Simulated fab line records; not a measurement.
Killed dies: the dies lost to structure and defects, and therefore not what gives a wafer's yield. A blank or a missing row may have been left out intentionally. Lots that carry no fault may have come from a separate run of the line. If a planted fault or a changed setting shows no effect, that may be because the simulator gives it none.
A lot that was struck, set against a sound lot :: flow nand-harc :: 39 out of 1302 route steps
Sound: the wafers L388.3, L388.5, L388.6. Wafers L395.1, L395.4, L395.6 were the ones struck. The cause is named last.
At each step with rows: each side's tool, then ch and its chambers, then its first start. Under that, the readings that differ: sound wafers :: struck wafers :: difference of the means :: sigmas: that difference in standard deviations of wafers without a fault.
alike: a reading whose means differ by less than 2 such deviations, as well as words and numbers matching on both sides. not compared: withheld readings; readings where some wafer has no value; bounds like >300 that might hide an equal value; numbers whose values overlap and for which the record gives no deviation.
The two part at a step that has a row with sigmas, a row that says differs or no value, or rows on one side only. When numbers do not overlap yet have no deviation, they are printed without sigmas and do not part them. A reading missing from all wafers of one side parts the sides only when that side holds two or more wafers.

first, 6 steps without rows for these wafers: NHARC_A_CHANNEL_HOLE_D2_STRIP_42 (strips in CF4/CHF3); NHARC_A_CHANNEL_HOLE_D2_STRIP_43 (strips in O2/COS); NHARC_A_CHANNEL_HOLE_D2_ETCH_44 (etches the open film in CF4/O2, target depth 140 nm, overetch 14 nm, time 77 s); NHARC_A_CHANNEL_HOLE_D2_STRIP_28 (strips in O2); NHARC_A_CHANNEL_HOLE_D2_PRECLEAN_29 (cleans in SC1); NHARC_A_CHANNEL_HOLE_D2_SRD_30.
NHARC_A_CHANNEL_HOLE_D2_CD_MEAS_31:
  sound on cd-sem-03, day 14 21:52; struck on cd-sem-03, day 16 16:23
  alike: cd-nm
following that, these wafers have no rows for 1 step: NHARC_A_CHANNEL_HOLE_D2_XSEM_32.
NHARC_A_CHANNEL_HOLE_D2_INSPECT_40:
  sound on defect-inspect-01, day 14 22:02; struck on defect-inspect-02, day 16 16:34
  alike: raw-defect-count
then, 3 steps without rows for these wafers: NHARC_A_CHANNEL_FILL_D2_PRECLEAN_00 (cleans in SC1); NHARC_A_CHANNEL_FILL_D2_SRD_01; NHARC_A_CHANNEL_FILL_D2_ALD_02 (deposits SiO2, target thk 6 nm, pulse time 10 s, ald cycles 60).
NHARC_A_CHANNEL_FILL_D2_ALD_03: deposits SiNx, target thk 6 nm, pulse time 60 s, ald cycles 58.
  sound on ald-sin-batch-01 ch 0, day 15 01:41; struck on ald-sin-batch-01 ch 0, day 16 21:17
  alike: precursor-pulse-height-rel
then, 1 step without rows for these wafers: NHARC_A_CHANNEL_FILL_D2_ALD_14 (deposits SiO2, target thk 2.5 nm, pulse time 10 s, ald cycles 25).
NHARC_A_CHANNEL_FILL_D2_ALD_15: deposits SiNx, target thk 2 nm, pulse time 60 s, ald cycles 19.
  sound: ald-sin-batch-01 ch 0; struck: ald-sin-batch-01 ch 0
  alike: precursor-pulse-height-rel
NHARC_A_CHANNEL_FILL_D2_ALD_16: deposits SiO2, target thk 1.5 nm, pulse time 10 s, ald cycles 15.
  sound on ald-hk-04 ch 2,3, day 15 10:29; struck on ald-hk-02 ch 0,3, day 17 06:05
  alike: heater-power-w, precursor-pulse-height-rel
then, 9 steps without rows for these wafers: NHARC_A_CHANNEL_FILL_D2_ANNEAL_17 (time 1800 s); NHARC_A_CHANNEL_FILL_D2_CVD_18 (deposits poly-Si, target thk 3 nm); NHARC_A_CHANNEL_FILL_D2_ETCHBACK_19 (etches the open film in HBr/Cl2, target depth 5 nm, time 1.7 s); NHARC_A_CHANNEL_FILL_D2_ETCHBACK_20 (etches the open film in C4F8/O2/Ar, target depth 27 nm, time 13.5 s); NHARC_A_CHANNEL_FILL_D2_STRIP_28 (strips in O2, time 20 s); NHARC_A_CHANNEL_FILL_D2_PRECLEAN_21 (cleans in dHF, time 30 s); NHARC_A_CHANNEL_FILL_D2_SRD_23; NHARC_A_CHANNEL_FILL_D2_CVD_05 (deposits poly-Si, target thk 5 nm); NHARC_A_CHANNEL_FILL_D2_ANNEAL_22 (time 7200 s).
NHARC_A_CHANNEL_FILL_D2_ALD_25: deposits SiOx, target thk 60 nm, pulse time 10 s, ald cycles 600.
  sound on ald-hk-04 ch 0,2,3, day 16 08:41; struck on ald-hk-02 ch 0,2, day 18 10:11
  alike: heater-power-w, precursor-pulse-height-rel
then, 7 steps without rows for these wafers: NHARC_A_CHANNEL_FILL_D2_ETCHBACK_08 (etches the open film in C4F8, target depth 220 nm, time 110 s); NHARC_A_CHANNEL_FILL_D2_STRIP_29 (strips in O2, time 20 s); NHARC_A_CHANNEL_FILL_D2_PRECLEAN_30 (cleans in dHF, time 30 s); NHARC_A_CHANNEL_FILL_D2_SRD_31; NHARC_A_CHANNEL_FILL_D2_CVD_09 (deposits poly-Si, target thk 150 nm, time 3000 s); NHARC_A_CHANNEL_FILL_D2_CMP_10 (polishes, target thk 150 nm); NHARC_A_CHANNEL_FILL_D2_SRD_12.
NHARC_A_CHANNEL_FILL_D2_RTA_24: time 5 s.
  sound on rtp-anneal-02 ch 0, day 16 19:20; struck on rtp-anneal-01 ch 0, day 18 21:15
reading: lamp-power-pct (%)
sound: 29.78 29.85 29.82
struck: 29.95 29.92 30.01
difference: +0.14
sigmas: +2
  alike: wafer_temp_C_max
NHARC_A_STAIRCASE_DEP_156: deposits SiNx, target thk 50 nm.
  sound on pecvd-02 ch 0,1, day 16 19:32; struck on pecvd-02 ch 1, day 18 21:33
  alike: heater-power-w
then, 3 steps without rows for these wafers: NHARC_A_STAIRCASE_DEHYDRATE_158 (time 120 s); NHARC_A_STAIRCASE_HMDS_159 (time 30 s); NHARC_A_STAIRCASE_COAT_160.
-- record jumps: 9 days between struck wafers' starts before vs after; left off in module A_STAIRCASE, resumes in module END, first step shown is number 1302 of the route --
NHARC_END_SORT_01:
  only the struck wafers appear in the record here, on prober-02 ch 0 at day 27 22:43; the sound ones have no rows

## WHERE THEY PART
First at NHARC_A_CHANNEL_FILL_D2_RTA_24; last, within this record, at NHARC_END_SORT_01.

WHY: what the simulator had put in
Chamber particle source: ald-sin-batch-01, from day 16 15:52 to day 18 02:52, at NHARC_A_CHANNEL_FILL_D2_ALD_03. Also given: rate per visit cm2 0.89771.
